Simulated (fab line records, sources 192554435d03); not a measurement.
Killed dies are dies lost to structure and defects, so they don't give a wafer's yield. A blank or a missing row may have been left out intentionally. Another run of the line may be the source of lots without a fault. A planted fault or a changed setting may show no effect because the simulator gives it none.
fab line records :: flow n5Finfet
record:
  lots: 4
  wafers: 12
  lastDay: 15
route steps=1938 shown HKMG_FIN@435 GATE_CUT@465 PASSIVATION@1936
lots with no fault: from the same line, run without faults
startH: hours from the record's opening day to when the first of the lot's shown wafers began :: waitH: hours from the lot's prior step to this one :: " repeats the value in the row above :: L1.1+2: a single row standing in for several wafers :: - value missing, or start not given :: * or withheld: withheld :: < > ~ a bound
route shown NAME@n: names a module that has steps shown in the file, with the first one's number in the route :: usual: the fault-free wafers' mean and standard deviation :: same: alike in all rows :: chamber/n: place in a boat :: sites: each site's reading :: _std_site: the values' standard deviation :: _edge_site: the outer-site mean with the inner-site mean subtracted :: radiusMm: how far each site lies from the wafer's centre :: mask NAME#n: copy n :: behind: tool/chamber where the wafer was last shaped :: hold: why the lot went on hold/how many hours it stayed there/how the hold came to an end :: device: the n, p or np transistor that did not switch :: end of line: the tests these same wafers got at the end of their route :: a step with no rows: only its recipe :: killed: dies that structure and defects cost at the first sort, which is not the same as the wafer's yield :: map: shows each die of a wafer: x if killed, . if not, _ if none is there
set.NAME: the setting as run; set.NAME@STEP: as run at that earlier step :: model.NAME: the simulator's own value behind a step, which no gauge read
certain route steps with their lots: each step a table, each wafer a row
== steps ==
step: N5_HKMG_FIN_ETCH_32
recipe:
  chemistry: N2/H2
  target: SOC
  targetDepthA: 2400
  tempC: 40
  timeS: 300
  ionEnergyEv: 200
  maskMaterial: SiARC
  pressureMtorr: 30
  sourceW: 840
  biasW: 150
  n2FlowSccm: 200
  h2FlowSccm: 200
step: N5_HKMG_FIN_STRIP_33
recipe:
  chemistry: N2/H2
  tempC: 40
  n2FlowSccm: 200
  h2FlowSccm: 200
  rfFrequencyHz: 6e+07
step: N5_HKMG_FIN_STRIP_34
recipe:
  chemistry: CF4
  resist: SiARC
  powerW: 300
  biasPowerW: 75
  pressureMtorr: 50
  cf4FlowSccm: 150
  rfFrequencyHz: 6e+07
step: N5_HKMG_FIN_ETCH_35
recipe:
  chemistry: N2/H2
  target: SOC
  targetDepthA: 2158
  ionEnergyEv: 65
  biasW: 5
  sourceW: 3000
  timeS: 243.4
  pressureMtorr: 30
  n2FlowSccm: 200
  h2FlowSccm: 200
step: N5_HKMG_FIN_STRIP_92
recipe:
  chemistry: N2/H2
  material: SOC
  timeS: 20
  powerW: 500
  tempC: 40
  pressureMtorr: 50
  rfFrequencyHz: 6e+07
  biasPowerW: 8
  h2Frac: 0.5
  n2FlowSccm: 300
  h2FlowSccm: 300
step: N5_HKMG_FIN_WET_ETCH_18
recipe:
  chemistry: SC1
  target: TiN
  mix: 1:1:5
  tempC: *
  timeS: 55
  targetDepthNm: 5.2
  dry: ipaMarangoni
  rinseTimeS: 30
  rinseTempC: 23
step: N5_HKMG_FIN_STRIP_19
recipe:
  chemistry: N2/H2
  powerW: 2500
  tempC: 300
  h2Frac: 0.65
  timeS: 360
  pressureMtorr: withheld
  n2FlowSccm: 1750
  h2FlowSccm: 3250
step: N5_HKMG_FIN_ALD_91
recipe:
  material: TiN
  targetThkA: 10
  tempC: 400
  aldPrecursorFamily: TiCl4
  aldCoReactant: NH3
  pulseTimeS: 1
  purgeTimeS: 3
  coReactantPurgeTimeS: 2
  coReactantPulseTimeS: 2
  aldCycles: 47
  pressureTorr: 3
step: N5_HKMG_FIN_COAT_85
recipe:
  resist: SOC
  tempC: 250
  timeS: 60
  spinRpm: 1500
  resistThkNm: 300
step: N5_HKMG_FIN_ETCH_86
recipe:
  chemistry: N2/H2
  target: SOC
  targetDepthA: 3932
  stopOn: TiN
  ionEnergyEv: 100
  biasW: 61
  pressureMtorr: 30
  sourceW: 850
  n2FlowSccm: 200
  h2FlowSccm: 200
step: N5_HKMG_FIN_STRIP_89
recipe:
  chemistry: N2/H2
  material: SOC
  timeS: 20
  powerW: 500
  tempC: 40
  pressureMtorr: 50
  rfFrequencyHz: 6e+07
  biasPowerW: 8
  h2Frac: 0.5
  n2FlowSccm: 300
  h2FlowSccm: 300
step: N5_HKMG_FIN_WET_ETCH_87
recipe:
  chemistry: SC1
  target: TiN
  mix: 1:2:40
  tempC: 50
  timeS: 154.2
  targetDepthNm: 4.7
  dry: ipaMarangoni
  rinseTimeS: 30
  rinseTempC: 23
step: N5_HKMG_FIN_STRIP_88
recipe:
  chemistry: N2/H2
  powerW: 2500
  tempC: 300
  h2Frac: 0.65
  timeS: 360
  pressureMtorr: withheld
  n2FlowSccm: 1750
  h2FlowSccm: 3250
usual:
  drypumpMotorCurrentA: 5.9/0.51
  heaterPowerW: 484/72
  n2FlowSccm: 1750/4.8
  tempC: 300.01/0.19
lot.wafer: L501.2
tool: plasmaAsher-02
chamber: 1
startH: 76.79
waitH: 0.0
drypumpMotorCurrentA: 5.9
heaterPowerW: 563
n2FlowSccm: 1757
rfHoursCounterH: 37
tempC: 300.05

lot.wafer: L501.3
tool: plasmaAsher-02
chamber: 0
startH: 76.79
waitH: 0.0
drypumpMotorCurrentA: 5.1
heaterPowerW: 483
n2FlowSccm: 1747
rfHoursCounterH: -
tempC: 300.13

lot.wafer: L501.5
tool: plasmaAsher-02
chamber: 1
startH: 76.79
waitH: 0.0
drypumpMotorCurrentA: 5.9
heaterPowerW: 561
n2FlowSccm: 1760
rfHoursCounterH: -
tempC: 300.25

lot.wafer: L503.1
tool: plasmaAsher-01
chamber: 0
startH: 91.83
waitH: 0.0
drypumpMotorCurrentA: 6.0
heaterPowerW: 381
n2FlowSccm: 1751
rfHoursCounterH: 92
tempC: 300.13

lot.wafer: L503.4
tool: plasmaAsher-01
chamber: 0
startH: 91.83
waitH: 0.0
drypumpMotorCurrentA: 6.1
heaterPowerW: 383
n2FlowSccm: 1760
rfHoursCounterH: -
tempC: 299.83

lot.wafer: L503.6
tool: plasmaAsher-01
chamber: 0
startH: 91.83
waitH: 0.0
drypumpMotorCurrentA: 6.0
heaterPowerW: 376
n2FlowSccm: 1753
rfHoursCounterH: -
tempC: 300.19

lot.wafer: L507.1
tool: plasmaAsher-01
chamber: 0
startH: 117.55
waitH: 0.0
drypumpMotorCurrentA: 6.0
heaterPowerW: 384
n2FlowSccm: 1749
rfHoursCounterH: 98
tempC: 299.90

lot.wafer: L507.4
tool: plasmaAsher-01
chamber: 0
startH: 117.55
waitH: 0.0
drypumpMotorCurrentA: 6.1
heaterPowerW: 374
n2FlowSccm: 1741
rfHoursCounterH: -
tempC: 300.01

lot.wafer: L507.5
tool: plasmaAsher-01
chamber: 1
startH: 117.55
waitH: 0.0
drypumpMotorCurrentA: 6.5
heaterPowerW: 485
n2FlowSccm: 1747
rfHoursCounterH: -
tempC: 299.90

lot.wafer: L509.2
tool: plasmaAsher-01
chamber: 1
startH: 125.63
waitH: 0.0
drypumpMotorCurrentA: 6.5
heaterPowerW: 494
n2FlowSccm: 1749
rfHoursCounterH: 99
tempC: 299.62

lot.wafer: L509.3
tool: plasmaAsher-01
chamber: 1
startH: 125.63
waitH: 0.0
drypumpMotorCurrentA: 6.5
heaterPowerW: 496
n2FlowSccm: 1744
rfHoursCounterH: -
tempC: 299.68

lot.wafer: L509.4
tool: plasmaAsher-01
chamber: 0
startH: 125.63
waitH: 0.0
drypumpMotorCurrentA: 6.0
heaterPowerW: 377
n2FlowSccm: 1747
rfHoursCounterH: -
tempC: 299.63
step: N5_HKMG_FIN_NWFM_ALD_20
recipe:
  material: TiAlC
  targetThkA: 20
  tempC: 300
  aldPrecursorFamily: TiCl4
  aldCoReactant: TEA
  pulseTimeS: 3
  purgeTimeS: 2
  coReactantPurgeTimeS: 2
  coReactantPulseTimeS: 10
  aldCycles: 7
  pressureTorr: 3
step: N5_HKMG_FIN_ALD_71
recipe:
  material: TiN
  targetThkA: 10
  tempC: 400
  aldPrecursorFamily: TiCl4
  aldCoReactant: NH3
  pulseTimeS: 1
  purgeTimeS: 3
  coReactantPurgeTimeS: 2
  coReactantPulseTimeS: 2
  aldCycles: 47
  pressureTorr: 3
step: N5_HKMG_FIN_COAT_66
recipe:
  resist: SOC
  tempC: 250
  timeS: 60
  spinRpm: 1500
  resistThkNm: 300
step: N5_HKMG_FIN_ETCH_67
recipe:
  chemistry: N2/H2
  target: SOC
  targetDepthA: 3889
  stopOn: TiN
  ionEnergyEv: 100
  biasW: 61
  pressureMtorr: 30
  sourceW: 850
  n2FlowSccm: 200
  h2FlowSccm: 200
step: N5_HKMG_FIN_STRIP_90
recipe:
  chemistry: N2/H2
  material: SOC
  timeS: 20
  powerW: 500
  tempC: 40
  pressureMtorr: 50
  rfFrequencyHz: 6e+07
  biasPowerW: 8
  h2Frac: 0.5
  n2FlowSccm: 300
  h2FlowSccm: 300
step: N5_HKMG_FIN_WET_ETCH_73
recipe:
  chemistry: SC1
  mix: 1:2:40
  tempC: 50
  timeS: 42.3
  targetDepthNm: 1.3
  dry: ipaMarangoni
  rinseTimeS: 30
  rinseTempC: 23
step: N5_HKMG_FIN_ETCHBACK_68
recipe:
  chemistry: Cl2/Ar
  stopOn: HfO2
  targetDepthA: 5
  pressureMtorr: 10
  icpW: 600
  biasW: 60
  Cl2_flow_sccm: 40
  Ar_flow_sccm: 60
step: N5_HKMG_FIN_STRIP_69
recipe:
  chemistry: N2/H2
  powerW: 2500
  tempC: 300
  h2Frac: 0.65
  timeS: 360
  pressureMtorr: withheld
  n2FlowSccm: 1750
  h2FlowSccm: 3250
step: N5_HKMG_FIN_ALD_21
recipe:
  material: TiN
  targetThkA: 15
  tempC: 400
  aldPrecursorFamily: TiCl4
  aldCoReactant: NH3
  pulseTimeS: 1
  purgeTimeS: 3
  coReactantPurgeTimeS: 2
  coReactantPulseTimeS: 2
  aldCycles: 68
  pressureTorr: 3
step: N5_HKMG_FIN_ALD_72
recipe:
  material: W
  targetThkA: 20
  tempC: 300
  pressureTorr: 7.5
  aldPrecursorFamily: WF6
  aldCoReactant: B2H6
  pulseTimeS: 1
  purgeTimeS: 2
  coReactantPurgeTimeS: 2
  coReactantPulseTimeS: 3
  aldCycles: 7
step: N5_HKMG_FIN_W_FILL_22
recipe:
  material: W
  targetThkA: 600
  tempC: 400
  pressureTorr: 39.4
  timeS: 18.2
step: N5_HKMG_FIN_PRECLEAN_83
recipe:
  chemistry: DIW
  timeS: 57.5
  tempC: 23
step: N5_HKMG_FIN_SRD_84
recipe:
  dryTimeS: 32
  dry: n2Spin
  spinRpm: 1500
step: N5_HKMG_FIN_CMP_23
recipe:
  stopOn: SiNx
  tOverpolishS: 10
  postCmpClean: rinseOnly
  downForcePsi: 4
  platenRpm: 50.289
  padVelocityMS: 1.0006
  targetThkNm: 46.326
step: N5_HKMG_FIN_CMP_94
recipe:
  stopOn: SiNx
  postCmpClean: wDiluteNh4oh
  tOverpolishS: 4.7
  downForcePsi: 4
  platenRpm: 50.289
  padVelocityMS: 1.0006
  targetThkNm: 43.299
step: N5_GATE_CUT_ETCHBACK_00
recipe:
  chemistry: SF6/Cl2
  target: W
  pressureMtorr: 8
  icpW: 900
  biasW: 80
  SF6_flow_sccm: 40
  Cl2_flow_sccm: 60
step: N5_GATE_CUT_ETCH_56
recipe:
  chemistry: Cl2/Ar
  target: TiN
  targetDepthA: 216
  pressureMtorr: 10
  icpW: 600
  biasW: 60
  Cl2_flow_sccm: 40
  Ar_flow_sccm: 60
step: N5_GATE_CUT_ETCHBACK_30
recipe:
  chemistry: Cl2/Ar
  target: TiN
  targetDepthA: 30
  mode: isotropic
  pressureMtorr: 10
  icpW: 600
  biasW: 60
  Cl2_flow_sccm: 40
  Ar_flow_sccm: 60
step: N5_GATE_CUT_VAPOR_ETCH_60
recipe:
  chemistry: BCl3/Cl2
  target: HfO2
  mode: isotropic
step: N5_GATE_CUT_ETCH_58
recipe:
  chemistry: CH3F/O2
  target: SiNx
  targetDepthA: 170
  timeS: 128.6
  ionEnergyEv: 50
  pressureMtorr: 30
  sourceW: 415
  biasW: 21
  Ar_flow_sccm: 150
  CH3F_flow_sccm: 30
  O2_flow_sccm: 20
step: N5_GATE_CUT_STRIP_59
recipe:
  chemistry: N2/H2
  timeS: 20
  powerW: 100
  tempC: 40
  pressureMtorr: 100
  rfFrequencyHz: 6e+07
  biasPowerW: 3
  n2FlowSccm: 300
  h2FlowSccm: 300
step: N5_GATE_CUT_PRECLEAN_31
recipe:
  tempC: 23
  chemistry: DIW
  timeS: 300
step: N5_GATE_CUT_SRD_32
recipe:
  timeS: 30
  tempC: 23
  rinseLiquid: diw
  dry: ipaMarangoni
step: N5_GATE_CUT_SAC_CAP_01
recipe:
  material: SiNx
  targetThkA: 240
  tempC: 400
  aldPrecursorFamily: SiH2I2
  aldCoReactant: N2/H2-plasma
  pulseTimeS: 1
  aldCycles: 480
  purgeTimeS: 2
  coReactantPurgeTimeS: 2
  pressureTorr: 2
step: N5_GATE_CUT_PECVD_57
recipe:
  material: SiNx
  targetThkA: 210
  tempC: 400
  precursor: SiH4/NH3/N2
  pressureTorr: 1.5
  rfW: 300
step: N5_GATE_CUT_CMP_02
recipe:
  stopOn: SiO2
  tOverpolishS: 12.7
  postCmpClean: alkalineBrush
  downForcePsi: 2.5
  platenRpm: 51.8
  padVelocityMS: 1.0307
  targetThkNm: 0
step: N5_PASSIVATION_PROBE_49
usual:
  killed_at_M0_to_M3: 36/11
  killed_at_M4_up: 14/5.6
  killedAtContacts: 11/5.6
  killedAtFrontEnd: 40/12
  killedAtOther: 4/3.2
  killedDies: 105/17
  killedOnRim: 14/3.4
  killedOpen: 69/12
  killedShort: 34/8.4
same:
  grossDies: 1180
  killedAtBackSide: 0
lot.wafer: L501.2
tool: prober-01
chamber: -
startH: 310.86
waitH: 0.1
killed_at_M0_to_M3: 27
killed_at_M4_up: 11
killedAtContacts: 6
killedAtFrontEnd: 45
killedAtOther: 2
killedDies: 91
killedOnRim: 13
killedOpen: 66
killedShort: 23

lot.wafer: L501.3
tool: prober-01
chamber: -
startH: 310.91
waitH: 0.1
killed_at_M0_to_M3: 35
killed_at_M4_up: 9
killedAtContacts: 4
killedAtFrontEnd: 32
killedAtOther: 1
killedDies: 81
killedOnRim: 8
killedOpen: 47
killedShort: 34

lot.wafer: L501.5
tool: prober-01
chamber: -
startH: 311.01
waitH: 0.2
killed_at_M0_to_M3: 32
killed_at_M4_up: 15
killedAtContacts: 2
killedAtFrontEnd: 46
killedAtOther: 1
killedDies: 96
killedOnRim: 10
killedOpen: 70
killedShort: 25

lot.wafer: L503.1
tool: prober-02
chamber: -
startH: 324.41
waitH: 0.0
killed_at_M0_to_M3: 21
killed_at_M4_up: 19
killedAtContacts: 12
killedAtFrontEnd: 39
killedAtOther: 8
killedDies: 99
killedOnRim: 13
killedOpen: 57
killedShort: 40

lot.wafer: L503.4
tool: prober-02
chamber: -
startH: 324.56
waitH: 0.2
killed_at_M0_to_M3: 35
killed_at_M4_up: 12
killedAtContacts: 24
killedAtFrontEnd: 12
killedAtOther: 9
killedDies: 92
killedOnRim: 14
killedOpen: 64
killedShort: 25

lot.wafer: L503.6
tool: prober-02
chamber: -
startH: 324.66
waitH: 0.3
killed_at_M0_to_M3: 24
killed_at_M4_up: 8
killedAtContacts: 10
killedAtFrontEnd: 25
killedAtOther: 6
killedDies: 73
killedOnRim: 11
killedOpen: 42
killedShort: 29

lot.wafer: L507.1
tool: prober-01
chamber: -
startH: 339.77
waitH: 0.0
killed_at_M0_to_M3: 17
killed_at_M4_up: 19
killedAtContacts: 9
killedAtFrontEnd: 195
killedAtOther: 0
killedDies: 240
killedOnRim: 9
killedOpen: 57
killedShort: 32

lot.wafer: L507.4
tool: prober-01
chamber: -
startH: 339.92
waitH: 0.2
killed_at_M0_to_M3: 26
killed_at_M4_up: 23
killedAtContacts: 5
killedAtFrontEnd: 209
killedAtOther: 0
killedDies: 263
killedOnRim: 15
killedOpen: 71
killedShort: 44

lot.wafer: L507.5
tool: prober-01
chamber: -
startH: 339.97
waitH: 0.2
killed_at_M0_to_M3: 19
killed_at_M4_up: 14
killedAtContacts: 10
killedAtFrontEnd: 155
killedAtOther: 1
killedDies: 199
killedOnRim: 26
killedOpen: 61
killedShort: 50

lot.wafer: L509.2
tool: prober-02
chamber: -
startH: 363.12
waitH: 0.1
killed_at_M0_to_M3: 30
killed_at_M4_up: 14
killedAtContacts: 9
killedAtFrontEnd: 123
killedAtOther: 12
killedDies: 188
killedOnRim: 35
killedOpen: 68
killedShort: 30

lot.wafer: L509.3
tool: prober-02
chamber: -
startH: 363.17
waitH: 0.1
killed_at_M0_to_M3: 29
killed_at_M4_up: 10
killedAtContacts: 7
killedAtFrontEnd: 144
killedAtOther: 8
killedDies: 198
killedOnRim: 36
killedOpen: 68
killedShort: 40

lot.wafer: L509.4
tool: prober-02
chamber: -
startH: 363.22
waitH: 0.2
killed_at_M0_to_M3: 35
killed_at_M4_up: 18
killedAtContacts: 5
killedAtFrontEnd: 182
killedAtOther: 5
killedDies: 245
killedOnRim: 16
killedOpen: 72
killedShort: 25
killed by level:class
L501.2 STI_FIN_REVEAL:geometricParticle:open=12 FIN_SAQP:geometricParticle:open=10 BEOL_M3:geometricParticle:open=7 FIN_SAQP:geometricParticle:short=6 BEOL_M0_SAQP:geometricParticle:open=6 BEOL_M2:geometricParticle:open=6 MOL_CONTACT_COAG:geometricParticle:open=5 GATE_CUT:geometricParticle:short=4
L501.3 FIN_SAQP:geometricParticle:short=11 BEOL_M2:geometricParticle:open=8 BEOL_M3:geometricParticle:open=8 BEOL_M0_SAQP:geometricParticle:open=6 GATE_CUT:geometricParticle:short=4 BEOL_M4:geometricParticle:open=4 BEOL_M0_SAQP:geometricParticle:short=4 FIN_SAQP:geometricParticle:open=3
L501.5 STI_FIN_REVEAL:geometricParticle:open=20 BEOL_M2:geometricParticle:open=10 BEOL_M3:geometricParticle:open=9 FIN_SAQP:geometricParticle:short=5 DUMMY_GATE:geometricParticle:open=5 BEOL_M4:geometricParticle:open=5 BEOL_M4:geometricParticle:short=5 BEOL_M0_SAQP:geometricParticle:open=4
L503.1 MOL_CONTACT_COAG:geometricParticle:open=9 FIN_SAQP:geometricParticle:short=8 STI_FIN_REVEAL:geometricParticle:open=5 DUMMY_GATE:geometricParticle:open=5 BEOL_M1:geometricParticle:open=4 BEOL_M2:geometricParticle:open=4 BEOL_M4:geometricParticle:open=4 BEOL_M5:geometricParticle:open=4
L503.4 MOL_CONTACT_COAG:geometricParticle:open=20 BEOL_M0_SAQP:geometricParticle:open=11 BEOL_M2:geometricParticle:open=7 BEOL_M1:geometricParticle:open=6 STI_FIN_REVEAL:geometricParticle:open=4 MOL_CONTACT_COAG:geometricParticle:short=4 BEOL_M3:geometricParticle:open=4 BEOL_M4:geometricParticle:open=4
L503.6 MOL_CONTACT_COAG:geometricParticle:open=9 BEOL_M2:geometricParticle:open=9 BEOL_M0_SAQP:geometricParticle:short=8 GATE_CUT:geometricParticle:short=6 FIN_SAQP:geometricParticle:short=4 DUMMY_GATE:geometricParticle:open=3 BEOL_M0_SAQP:geometricParticle:open=3 BEOL_M4:geometricParticle:open=3
L507.1 HKMG_FIN:unspecified=150 BEOL_M4:geometricParticle:open=11 FIN_SAQP:geometricParticle:short=8 FIN_SAQP:geometricParticle:open=6 MOL_CONTACT_COAG:geometricParticle:open=6 DUMMY_GATE:geometricParticle:open=5 BEOL_M0_SAQP:geometricParticle:open=5 BEOL_M1:geometricParticle:open=5
L507.4 HKMG_FIN:unspecified=142 FIN_SAQP:geometricParticle:short=15 BEOL_M4:geometricParticle:open=12 STI_FIN_REVEAL:geometricParticle:open=11 FIN_SAQP:geometricParticle:open=9 GATE_CUT:geometricParticle:short=8 DUMMY_GATE:geometricParticle:open=7 BEOL_M0_SAQP:geometricParticle:open=7
L507.5 HKMG_FIN:unspecified=84 FIN_SAQP:geometricParticle:short=20 STI_FIN_REVEAL:geometricParticle:open=19 FIN_SAQP:geometricParticle:open=10 MOL_CONTACT_COAG:geometricParticle:open=7 BEOL_M0_SAQP:geometricParticle:short=5 BEOL_M4:geometricParticle:short=4 STARTING-WAFER:geometricParticle:short=4
L509.2 HKMG_FIN:unspecified=89 BEOL_M1:geometricParticle:open=12 MOL_CONTACT_COAG:geometricParticle:open=9 FIN_SAQP:geometricParticle:open=8 STI_FIN_REVEAL:geometricParticle:open=7 MIM_TOP_ETCH:geometricParticle:short=6 BEOL_M1:geometricParticle:short=4 MIM_TOP_ETCH:geometricParticle:open=4
L509.3 HKMG_FIN:unspecified=90 FIN_SAQP:geometricParticle:open=15 STI_FIN_REVEAL:geometricParticle:open=11 FIN_SAQP:geometricParticle:short=8 MOL_CONTACT_COAG:geometricParticle:open=7 BEOL_M0_SAQP:geometricParticle:open=6 BEOL_M4:geometricParticle:open=6 GATE_CUT:geometricParticle:short=5
L509.4 HKMG_FIN:unspecified=145 FIN_SAQP:geometricParticle:open=12 BEOL_M4:geometricParticle:open=10 STI_FIN_REVEAL:geometricParticle:open=9 BEOL_M0_SAQP:geometricParticle:open=8 BEOL_M1:geometricParticle:open=7 BEOL_M3:geometricParticle:open=4 MOL_CONTACT_COAG:geometricParticle:open=4
map L507.4 (x killed, . not)
_________________...x..x.....________________
______________......x....x.....x_____________
___________.......x..x.......xx....__________
__________................x...x....._________
________..........x..................._______
_______..x............x................______
______....x..x.x......x.....xx.........._____
_____..............x..........x..x.......____
____xx...............x......x.xx..x.xx....___
___..............x..x.x..x..xxxxxxxx......x__
___.......................x.xxxxx..xx..x...__
__......xxx.........xx..x.xxxxxxxxxxxxx....._
__x....x......x.........x.xxxxxxxxxxx.x....._
_....x...x...........x...xxxxxxxxxxxxxx...x..
_....x.x.x..x.....x.....xxxxxxxxxxxxxxx.x....
_.xx.............x.....xxxxxxxxxxxxxxxx.....x
_....x....x..............xxxxxxxxxxxx...x...x
_x...........x........x..xxxxxxxxxxxxx.x.....
_.....x..............x.....xxxxxxxxxx.x......
_.......x........xx.....x...xxxxx.xx........x
_...........xx......x.x..........x.x.x.......
__.......x...x.x..x..x..........x..x...x...._
__.....................x...x.......x........_
___...............x.x....x.................__
___.................x....x.................__
____.....................x................___
_____....x.xx.......xxx....x..x..x.......____
______...x..x...xxx..x..........x..x.x.._____
_______.............x..........x.......______
________.......................x....xx_______
__________.....xx...x..............._________
___________..x..........x...x.....x__________
______________....xx.x.........._____________
_________________............________________
map L509.4 (x killed, . not)
_________________........xx.x________________
______________..........x......._____________
___________........x.x.............__________
__________..x..x.x.....x..........x._________
________.....................x.x......_______
_______.........x......x....xx........x______
______..........x....x....xx............_____
_____.......x...................x.x...x..____
____..............x.......x..xx..xx.......___
___.......x.......x....x..x.xxxxxxx...x....__
___..x..................x..xxxxxxxx.......x__
__...x..x......xx..x.x.xx..xxxxxxxxxx.x.x..._
__....................x.x.xxxxxxxxxxxxx....._
_........x...x........x.xxxxxxxxxxxxxxx......
_..................x.....xxxxxxxxxxxxxx.x....
_.............x....x...xxxxxxxxxxxxxxxx......
_..................x.....xxxxxxxxxxxxx.x.....
_.x......................xxxxxxxxxxxxxx.....x
_..x......................xxxxxxxxx..xx.....x
_........x............x..x..xxxxxx.xx.xx....x
_..................x.x....x.x..xxxx..........
__x.....x.x......x......x..x..........x....._
__...........x...................x.....x...._
___..................x..........x....x.....__
___..x.......x....................x.....x.x__
____..x........x..........x....x..........___
_____.....x..............................____
______....x......x.......x.............._____
_______................................______
________........x.............x.x....._______
__________.x..............x........._________
___________...............x........__________
______________..x......x....x..._____________
_________________.x...x......________________
== key ==
firstSign:
  step: N5_PASSIVATION_PROBE_49
  reading: killedAtFrontEnd
  direction: up
  sigmas: 11
  usual: 40
  struck: 168
effect:
  step: N5_PASSIVATION_PROBE_49
  reading: killedDies
  direction: up
  sigmas: 6.8
  usual: 105
  struck: 222
moreKillsBornAt:
  N5_HKMG_FIN_STRIP_88@plasmaAsher-01: 700
metAt N5_HKMG_FIN_STRIP_88
struckWafers L507.1,L507.4,L507.5,L509.2,L509.3,L509.4
testerLeftOut L507,L509
onsetBetween 91.83 117.55
alsoFits time
fault:
  kind: chamberParticleSource
  tool: plasmaAsher-01
  chamber: -
  onsetH: 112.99
  steps: N5_HKMG_FIN_STRIP_88
  ratePerVisitCm2: 1.3613
  endH: 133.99
testerLeftOut: of these lots the tester's yield and bins aren't shown, on N5 and GAA mostly nor the transistor test; their killed dies are dies lost to structure and defects alone, not to doping, threshold or leakage, so they don't give the yield
